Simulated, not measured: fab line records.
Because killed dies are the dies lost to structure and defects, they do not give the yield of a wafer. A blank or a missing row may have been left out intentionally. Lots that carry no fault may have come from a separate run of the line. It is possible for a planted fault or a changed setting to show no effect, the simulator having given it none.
3 desks, one fault ; flow n5 finfet ; each desk holds nothing but its own numbers, with what lay behind them at the end

## DESK OF THE TOOL OWNER: litho track-03
The tool's own readings at N5_BEOL_M3_COAT_73 (time 60 s, resist thk 5 nm): means of the sampled wafers that have a number, for each lot that ran on this tool. Marked OUT: a lot whose mean sits more than 4 standard deviations from the usual mean, which makes it out of limits; the brackets give that distance.
Columns: A = dispense pressure kPa at N5_BEOL_M3_COAT_73, usual 54.8 kPa; B = spin speed rpm at N5_BEOL_M3_COAT_73, usual 1500.0 rpm
lot;first seen here;A;B
L319;day 9 10:18;55.7;1499.0
L322;day 11 04:19;55.7;1437.9 (-63) OUT
L324;day 12 03:28;55.7;1437.2 (-64) OUT
This desk's finding: out of limits on L322, L324; first on L322, day 11 04:19 (spin speed rpm at N5_BEOL_M3_COAT_73). L319: within limits.

## THE DEFECT DESK
Lot by lot, what the route's inspections counted, given as the mean of those sampled wafers with a number. Marked OUT: a lot whose mean sits more than 4 standard deviations from the usual mean, which makes it out of limits; the brackets give that distance.
Columns: A = raw defect count at N5_BEOL_M2_INSPECT_59, usual 76; B = raw defect count at N5_BEOL_M3_INSPECT_13, usual 408
lot;first seen here;A;B
L312;day 7 14:52;53;434
L319;day 9 09:43;46;300
L322;day 11 03:59;124;501
L324;day 12 02:46;79;320
L331;day 12 20:59;52;484
L335;day 13 09:36;49;363
This desk's verdict: no lot among the 6 shows anything out of limits.

## AT THE METROLOGY DESK
What the gauges read, lot by lot, whatever tool the lot ran on: means of the sampled wafers that have a number. Marked OUT: a lot whose mean sits more than 4 standard deviations from the usual mean, which makes it out of limits; the brackets give that distance. Of its 14 readings 7 are shown: those that lie furthest out on some lot.
Columns: A = M2_RS at N5_BEOL_M2_RS_MEAS_58, usual 0.67 ohm/sq; B = M3_ILD_THK at N5_BEOL_M3_THK_MEAS_01, usual 78.7 nm; C = DIBL_P at N5_BEOL_M4_RC_MEAS_101, usual 36.2 mV/V; D = IOFF_P at N5_BEOL_M4_RC_MEAS_101, usual 0.21 nA/um; E = ION_N at N5_BEOL_M4_RC_MEAS_101, usual 675 uA/um; F = ION_P at N5_BEOL_M4_RC_MEAS_101, usual 463 uA/um; G = VT_P at N5_BEOL_M4_RC_MEAS_101, usual -251 mV
lot;first seen here;A;B;C;D;E;F;G
L312;day 7 14:50;0.68;77.9;35.1;0.25;693;481;-244
L319;day 9 09:42;0.64;80.2;35.9;0.18;671;455;-254
L322;day 11 03:58;0.68;78.8;35.2;0.18;678;461;-254
L324;day 12 02:45;0.64;79.1;37.2;0.19;678;463;-253
L331;day 12 20:57;0.67;79.3;35.8;0.21;665;461;-248
L335;day 13 09:35;0.63;77.7;38.1;0.23;683;464;-248
This desk's verdict: no lot among the 6 shows anything out of limits.

## TAKEN TOGETHER
The tool owner's desk could have raised an alarm at day 11 04:19, on L322, L324.
The defect desk saw nothing out of limits.
From the metrology desk's view, nothing was out of limits.
The defect desk has L322, L324 on record, within its limits.
The metrology desk holds a record of L322, L324, inside its limits.
All the named lots went through N5_BEOL_M3_COAT_73 on litho track-03.

## WHAT THE SIMULATOR PUT IN
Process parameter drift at N5_BEOL_M3_COAT_73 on litho track-03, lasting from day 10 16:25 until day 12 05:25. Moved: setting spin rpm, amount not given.
Lots struck among those shown: L322, L324.
Each desk's first reading out of limits, in hours after the fault started: the tool owner's desk, 12.
